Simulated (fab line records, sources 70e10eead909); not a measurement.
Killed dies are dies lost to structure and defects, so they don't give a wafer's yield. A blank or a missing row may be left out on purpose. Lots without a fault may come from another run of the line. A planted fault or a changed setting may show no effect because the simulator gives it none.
One fault seen from 3 desks | flow nand_harc | each desk has only its own numbers; what lay behind them comes last

THE METROLOGY DESK
What the gauges read, lot by lot, whatever tool the lot ran on: means of the sampled wafers that have a number. A lot is out of limits, marked OUT, if its mean lies more than 4 standard deviations from the usual mean; the brackets give that distance.
Columns: A = cd_nm at NHARC_A_BLC_CD_MEAS_10, usual 100.1 nm; B = overlay_x_nm at NHARC_A_BLC_OVL_MEAS_11, usual 0.2 nm; C = overlay_y_nm at NHARC_A_BLC_OVL_MEAS_11, usual -0.3 nm
lot  | first seen here | A     | B    | C
L866 | day 17 17:50    | 100.3 | 0.4  | -0.4
L870 | day 18 17:16    | 100.5 | 2.5  | 0.5
L872 | day 19 10:58    | 100.3 | 0.2  | 0.2
L877 | day 20 04:22    | 100.0 | -0.0 | -1.3
L887 | day 22 06:54    | 101.1 | 1.4  | -0.2
L885 | day 22 22:22    | 100.7 | 1.3  | -0.8
This desk's finding: nothing out of limits on any of the 6 lots.

THE TOOL OWNER'S DESK: litho_track-01
The tool's own readings at NHARC_A_BLC_SOFTBAKE_05 (time 55 s): means of the sampled wafers that have a number, for each lot that ran on this tool. A lot is out of limits, marked OUT, if its mean lies more than 4 standard deviations from the usual mean; the brackets give that distance.
Columns: A = exhaust_pa at NHARC_A_BLC_SOFTBAKE_05, usual 45.1 Pa; B = heater_power_total_W at NHARC_A_BLC_SOFTBAKE_05, usual 188.43 W
lot  | first seen here | A    | B
L866 | day 17 17:00    | 46.0 | 188.39
L887 | day 22 06:00    | 45.7 | 166.92 (-99 or more) OUT
L885 | day 22 21:00    | 44.9 | 167.09 (-99 or more) OUT
This desk's finding: out of limits on L885, L887; first on L887, day 22 06:00 (heater_power_total_W at NHARC_A_BLC_SOFTBAKE_05). In limits: L866.

THE DEFECT DESK
What the inspections along the route counted, lot by lot: means of the sampled wafers that have a number. A lot is out of limits, marked OUT, if its mean lies more than 4 standard deviations from the usual mean; the brackets give that distance.
Columns: A = raw_defect_count at NHARC_A_CONTACT_INSPECT_23, usual 449; B = raw_defect_count at NHARC_A_BLC_INSPECT_12, usual 31
lot  | first seen here | A   | B
L866 | day 17 17:19    | 265 | 16
L870 | day 18 16:44    | 807 | 39
L872 | day 19 10:28    | 347 | 26
L877 | day 20 03:50    | 482 | 34
L887 | day 22 06:23    | 390 | 39
L885 | day 22 21:52    | 593 | 47
This desk's finding: nothing out of limits on any of the 6 lots.

PUT TOGETHER
The tool owner's desk could have raised an alarm at day 22 06:00, on L885, L887.
The metrology desk saw nothing out of limits.
The defect desk saw nothing out of limits.
The metrology desk has L885, L887 on record, within its limits.
The defect desk has L885, L887 on record, within its limits.
Of the lots named, all ran NHARC_A_BLC_SOFTBAKE_05 on litho_track-01.

WHAT THE SIMULATOR HAD PUT IN
Process parameter drift: litho_track-01, from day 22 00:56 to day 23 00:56, at NHARC_A_BLC_SOFTBAKE_05. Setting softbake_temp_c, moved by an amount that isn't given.
Lots struck among those shown: L885, L887.
Hours from the fault's start to each desk's first reading out of limits: the tool owner's desk, 5.
